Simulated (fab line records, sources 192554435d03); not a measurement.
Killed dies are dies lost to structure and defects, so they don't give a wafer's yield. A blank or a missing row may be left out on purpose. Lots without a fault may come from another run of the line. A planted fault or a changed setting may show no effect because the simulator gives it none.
Which tool did it? | flow n5_finfet | 10 lots, 29 wafers sampled, at 5 steps of a route of 1938

WHAT THE GAUGES READ, wafer by wafer
N5_BEOL_M4_RC_MEAS_101.
lot  | measured     | on        | DIBL_N (mV/V)
L662 | day 8 09:34  | prober-01 | 34.2 33.6 34.9
L664 | day 8 18:11  | prober-01 | 36.8 36.7 36.3
L666 | day 9 18:02  | prober-02 | 36.5 37.8 38.6
L670 | day 11 00:13 | prober-02 | 33.3 34.1 34.9
L672 | day 11 06:11 | prober-02 | 36.6 36.3 35.5
L673 | day 11 15:34 | prober-01 | 32.7 35.3 31.8
L676 | day 12 10:49 | prober-02 | 37.9 36.4 36.6
L677 | day 12 07:35 | prober-01 | 32.6 34.0 33.3
L679 | day 13 04:11 | prober-01 | 33.5 32.6 36.3
L680 | day 13 05:05 | prober-02 | 37.1 35.7

WHICH TOOL RAN EACH LOT (tool, then ch and the chambers of the sampled wafers, then the start)
lot  | N5_STI_FIN_REVEAL_STRIP_24        | N5_DUMMY_GATE_CMP_04         | N5_DUMMY_GATE_COAT_09            | N5_DUMMY_GATE_DESCUM_20
L662 | rie_diel-01 ch 0,2,3, day 3 01:20 | cmp-01 ch 0,2,3, day 3 08:48 | litho_track-05 ch 0, day 3 13:01 | rie_diel-04 ch 0,1,2, day 3 13:34
L664 | rie_diel-02 ch 0,2, day 3 10:29   | cmp-01 ch 1,2, day 3 17:26   | litho_track-01 ch 0, day 3 21:43 | rie_diel-06 ch 1,2,3, day 3 22:06
L666 | rie_diel-02 ch 2,3, day 3 23:20   | cmp-04 ch 0,1,2, day 4 06:49 | litho_track-01 ch 0, day 4 11:02 | rie_diel-06 ch 0,2,3, day 4 11:35
L670 | rie_diel-01 ch 0,1,2, day 5 00:13 | cmp-01 ch 1,2, day 5 08:16   | litho_track-05 ch 0, day 5 12:30 | rie_diel-06 ch 0,3, day 5 13:01
L672 | rie_diel-05 ch 0,1,3, day 5 11:11 | cmp-01 ch 1,2, day 5 18:08   | litho_track-01 ch 0, day 6 01:58 | rie_diel-06 ch 1,2, day 6 02:20
L673 | rie_diel-02 ch 0,2,3, day 5 16:21 | cmp-02 ch 0,1, day 6 05:38   | litho_track-01 ch 0, day 6 09:53 | rie_diel-03 ch 1,2,3, day 6 10:17
L676 | rie_diel-05 ch 0,1,3, day 6 10:17 | cmp-02 ch 0,1,3, day 6 17:20 | litho_track-04 ch 0, day 6 21:35 | rie_diel-04 ch 0,2, day 6 22:06
L677 | rie_diel-02 ch 0,1,3, day 6 15:03 | cmp-04 ch 0,1,3, day 6 22:02 | litho_track-05 ch 0, day 7 02:20 | rie_diel-03 ch 0,1,3, day 7 02:51
L679 | rie_diel-05 ch 0,1,3, day 7 04:33 | cmp-02 ch 0,2,3, day 7 11:29 | litho_track-05 ch 0, day 7 15:46 | rie_diel-04 ch 0,2,3, day 7 16:10
L680 | rie_diel-05 ch 2,3, day 7 10:13   | cmp-02 ch 1,3, day 7 17:21   | litho_track-05 ch 0, day 7 21:32 | rie_diel-03 ch 1,2, day 7 22:03
- N5_STI_FIN_REVEAL_STRIP_24: strips in N2/H2, time 90 s.
- N5_DUMMY_GATE_CMP_04: polishes a-Si.
- N5_DUMMY_GATE_COAT_09: resist thk 30 nm.
- N5_DUMMY_GATE_DESCUM_20: chemistry O2, time 6.2 s.

THE ANSWER, worked out from the rows above alone
Rule: what is usual is taken from the lots themselves. Put in order of their means at a reading, lots are off if they are a third of the lots or fewer, leave a main group of 4 or more, and stand apart from it by a gap of 3 or more times the standard deviation of the main group's means; of several such gaps the widest counts. A main group whose means are all the same, to the digits that the tables above print for the reading, isn't used. A lot without any number at a reading at which 4 lots or more have one is off too. The other lots that the step has rows for count as sound.
No lot is off at any reading shown: from this, nothing can be told.

WHAT THE SIMULATOR HAD PUT IN
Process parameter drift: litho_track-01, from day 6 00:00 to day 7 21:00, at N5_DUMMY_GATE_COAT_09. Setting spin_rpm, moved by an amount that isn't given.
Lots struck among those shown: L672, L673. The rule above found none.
